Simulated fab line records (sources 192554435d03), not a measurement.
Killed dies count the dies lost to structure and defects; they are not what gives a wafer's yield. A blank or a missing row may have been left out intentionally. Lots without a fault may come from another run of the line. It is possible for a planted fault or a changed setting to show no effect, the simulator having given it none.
Split-lot trial :: flow n5_finfet :: 21 wafers read from 7 lots, route of 1938 steps

## ON THE SPLIT
At N5_DUMMY_GATE_COAT_28 (time 60 s, resist thk 10 nm), the setting spin_rpm was moved away from the recipe's 1500 rpm on 5 of the 21 wafers read, by +4.8% to +10.9%. For the rest of the wafers, this setting stayed at what the recipe calls for.

The reading comes from the split's own step.

## THE READING
underlayer_of_DUMMY_GATE_COAT_28.thk_nm (the simulator's own value, which no gauge read), in nm, at N5_DUMMY_GATE_COAT_28 (time 60 s, resist thk 10 nm). No usual value for it is given in the file.

wafer: L074.1
tool, chamber at the split: litho_track-04, 0
spin_rpm as run, rpm: 1500
against the recipe: recipe
underlayer_of_DUMMY_GATE_COAT_28.thk_nm, nm: 10
against lot-mates on the recipe: -

wafer: L074.5
tool, chamber at the split: litho_track-04, 0
spin_rpm as run, rpm: 1500
against the recipe: recipe
underlayer_of_DUMMY_GATE_COAT_28.thk_nm, nm: 10
against lot-mates on the recipe: -

wafer: L074.6
tool, chamber at the split: litho_track-04, 0
spin_rpm as run, rpm: 1500
against the recipe: recipe
underlayer_of_DUMMY_GATE_COAT_28.thk_nm, nm: 10
against lot-mates on the recipe: -

wafer: L075.2
tool, chamber at the split: litho_track-03, 0
spin_rpm as run, rpm: 1500
against the recipe: recipe
underlayer_of_DUMMY_GATE_COAT_28.thk_nm, nm: 10
against lot-mates on the recipe: -

wafer: L075.5
tool, chamber at the split: litho_track-03, 0
spin_rpm as run, rpm: 1500
against the recipe: recipe
underlayer_of_DUMMY_GATE_COAT_28.thk_nm, nm: 10
against lot-mates on the recipe: -

wafer: L075.6
tool, chamber at the split: litho_track-03, 0
spin_rpm as run, rpm: 1500
against the recipe: recipe
underlayer_of_DUMMY_GATE_COAT_28.thk_nm, nm: 10
against lot-mates on the recipe: -

wafer: L076.3
tool, chamber at the split: litho_track-03, 0
spin_rpm as run, rpm: 1585
against the recipe: +5.7%
underlayer_of_DUMMY_GATE_COAT_28.thk_nm, nm: 9.8
against lot-mates on the recipe: -0.2

wafer: L076.4
tool, chamber at the split: litho_track-03, 0
spin_rpm as run, rpm: 1500
against the recipe: recipe
underlayer_of_DUMMY_GATE_COAT_28.thk_nm, nm: 10
against lot-mates on the recipe: -

wafer: L076.5
tool, chamber at the split: litho_track-03, 0
spin_rpm as run, rpm: 1500
against the recipe: recipe
underlayer_of_DUMMY_GATE_COAT_28.thk_nm, nm: 10
against lot-mates on the recipe: -

wafer: L083.1
tool, chamber at the split: litho_track-03, 0
spin_rpm as run, rpm: 1500
against the recipe: recipe
underlayer_of_DUMMY_GATE_COAT_28.thk_nm, nm: 10
against lot-mates on the recipe: -

wafer: L083.4
tool, chamber at the split: litho_track-03, 0
spin_rpm as run, rpm: 1500
against the recipe: recipe
underlayer_of_DUMMY_GATE_COAT_28.thk_nm, nm: 10
against lot-mates on the recipe: -

wafer: L083.5
tool, chamber at the split: litho_track-03, 0
spin_rpm as run, rpm: 1574
against the recipe: +4.9%
underlayer_of_DUMMY_GATE_COAT_28.thk_nm, nm: 9.8
against lot-mates on the recipe: -0.2

wafer: L091.3
tool, chamber at the split: litho_track-05, 0
spin_rpm as run, rpm: 1500
against the recipe: recipe
underlayer_of_DUMMY_GATE_COAT_28.thk_nm, nm: 10
against lot-mates on the recipe: -

wafer: L091.4
tool, chamber at the split: litho_track-05, 0
spin_rpm as run, rpm: 1664
against the recipe: +10.9%
underlayer_of_DUMMY_GATE_COAT_28.thk_nm, nm: 9.4
against lot-mates on the recipe: -0.6

wafer: L091.5
tool, chamber at the split: litho_track-05, 0
spin_rpm as run, rpm: 1664
against the recipe: +10.9%
underlayer_of_DUMMY_GATE_COAT_28.thk_nm, nm: 9.4
against lot-mates on the recipe: -0.6

wafer: L093.2
tool, chamber at the split: litho_track-03, 0
spin_rpm as run, rpm: 1500
against the recipe: recipe
underlayer_of_DUMMY_GATE_COAT_28.thk_nm, nm: 10
against lot-mates on the recipe: -

wafer: L093.3
tool, chamber at the split: litho_track-03, 0
spin_rpm as run, rpm: 1500
against the recipe: recipe
underlayer_of_DUMMY_GATE_COAT_28.thk_nm, nm: 10
against lot-mates on the recipe: -

wafer: L093.4
tool, chamber at the split: litho_track-03, 0
spin_rpm as run, rpm: 1500
against the recipe: recipe
underlayer_of_DUMMY_GATE_COAT_28.thk_nm, nm: 10
against lot-mates on the recipe: -

wafer: L094.1
tool, chamber at the split: litho_track-04, 0
spin_rpm as run, rpm: 1500
against the recipe: recipe
underlayer_of_DUMMY_GATE_COAT_28.thk_nm, nm: 10
against lot-mates on the recipe: -

wafer: L094.2
tool, chamber at the split: litho_track-04, 0
spin_rpm as run, rpm: 1500
against the recipe: recipe
underlayer_of_DUMMY_GATE_COAT_28.thk_nm, nm: 10
against lot-mates on the recipe: -

wafer: L094.3
tool, chamber at the split: litho_track-04, 0
spin_rpm as run, rpm: 1572
against the recipe: +4.8%
underlayer_of_DUMMY_GATE_COAT_28.thk_nm, nm: 9.8
against lot-mates on the recipe: -0.2

THE FIT
A straight line over all 21 wafers: underlayer_of_DUMMY_GATE_COAT_28.thk_nm changes by -0.0515 nm for each +1% of spin_rpm; r = -0.99; the points scatter about the line by 0.029 nm.
The same after taking each lot's own level away (the mean of its wafers on the recipe; 21 wafers): -0.0515 nm for each +1%; r = -0.99; scatter 0.029 nm.
On that fit, the largest move of spin_rpm shifts the reading by 0.56 nm.
The lots' own levels span 10.00 to 10.00 nm.
So the lot-to-lot level changes the slope little: the two slopes agree.
Check: -0.532 nm against its lot-mates is what the line predicts for one of the wafers moved furthest among these (+10.9%) when that wafer is left out of the fit. Against them it came out at -0.6 nm.

## THESE WAFERS: OTHER SPLITS
Other splits were also applied to these wafers ahead of the reading. Each is held against what the fit with the lots' levels taken away leaves over:
other split on the same wafers: N5_FIN_SAQP_PECVD_06 time_s
wafers away from the commonest value: 5
r with underlayer_of_DUMMY_GATE_COAT_28.thk_nm (lot level and that fit taken away): +0.13

other split on the same wafers: N5_FIN_SAQP_DEVELOP_15 develop_time_s
wafers away from the commonest value: 5
r with underlayer_of_DUMMY_GATE_COAT_28.thk_nm (lot level and that fit taken away): +0.36

## FILE'S OWN FIT
underlayer_of_DUMMY_GATE_COAT_28.thk_nm changes by -0.0484 nm for each +1% of spin_rpm, r = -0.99.
